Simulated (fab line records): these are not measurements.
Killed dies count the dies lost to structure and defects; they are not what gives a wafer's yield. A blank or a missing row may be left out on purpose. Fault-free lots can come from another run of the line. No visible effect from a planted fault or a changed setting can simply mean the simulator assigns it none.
Problem report, 8D (eight disciplines) form, completed by code :: flow nand_harc :: the parts of the form that need people (team, actions taken, sign-off) are left out

== 1. WHAT IS WRONG ==
Mean of run_length_s at NHARC_A_BLC_ETCH_17: 586.3 s across 3 wafers in 2 lots; on wafers with no fault it is 630.4 s (standard deviation 0.48). Measured from the usual mean, that is -92 standard deviations.
The step: etches the open film in N2/H2, target depth 390 nm, time 609.38 s.
Earliest sighting: wafer L490.2 on rie_diel-07 at day 25 22:22. Wafers with a number at this step in the record: 35, from 12 lots. The rule behind "out" and "out of limits": a value lying over 4 standard deviations away from the usual mean. All remaining wafers that have a number are taken as sound.

== 2. WHAT IT IS AND WHAT IT IS NOT ==
question: which readings at this step
is: run_length_s
is not: drypump_motor_current_A, rf_vpp_V, showerhead_plenum_p_Torr, throttle_valve_pct

question: which lots
is: L490, L493
is not: L483, L486, L497, L498, L499, L500, L501, L502, L504, L506

question: which wafers of those lots
is: L490.2, L493.2, L493.5
is not: L490.3, L493.1

question: read on which tools
is: rie_diel-07
is not: rie_diel-05, rie_diel-10

question: when
is: from day 25 22:22
is not: up to then (7 sound wafers); but 25 sound wafers of L493, L497, L498, L499, L500, L501, L502, L504, L506 came after

== 3. WHAT RULES OUT EACH SUSPECT ==
Counting: a tool at a process step up to the reading stays a suspect if it ran every lot that is out. Sound lots after the first of them don't rule it out here, since some wafers of a struck lot are sound.
- rie_diel-07 at NHARC_A_BLC_ETCH_17 (etches the open film in N2/H2, target depth 390 nm, time 609.38 s): kept. Every lot that is out went through it, the first being L490 (day 25 22:22); the last sound lot it ran before that was L483 (day 23 11:06). Its own readings are out on those wafers: run_length_s.
- Within rie_diel-07 at NHARC_A_BLC_ETCH_17: the wafers that are out ran in chambers 1, 3; their sound lot-mates ran in chambers 0, 2.
The count leaves rie_diel-07 at NHARC_A_BLC_ETCH_17.

== 4. THE CAUSE (what the simulator had put in) ==
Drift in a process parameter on rie_diel-07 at NHARC_A_BLC_ETCH_17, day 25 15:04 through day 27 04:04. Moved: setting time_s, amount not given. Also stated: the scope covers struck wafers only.
After counting, this tool was the only one left.

== 5. THE CHAIN OF EFFECTS, in route order ==
Rows list readings where the struck wafers' mean (over those with a number) sits beyond 3 standard deviations from the usual. Only readings whose record carries a usual standard deviation are examined. hours: median over the lots of the time between each lot's start at the first step of this table that gives one and its start at this step. sigmas: the change, counted in usual standard deviations.
hours: 0
step: NHARC_A_BLC_ETCH_17
reading: run_length_s
usual: 630.4 s
on struck wafers: 586.3
change: -44.1
sigmas: -92
It contains these process steps:
- NHARC_A_BLC_ETCH_17: etches the open film in N2/H2, target depth 390 nm, time 609.38 s.

== 6. HOW IT WOULD HAVE BEEN CAUGHT EARLIER ==
7 hours passed between the start of the fault at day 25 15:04 and the first reading out of limits in this record, taken at day 25 22:22.
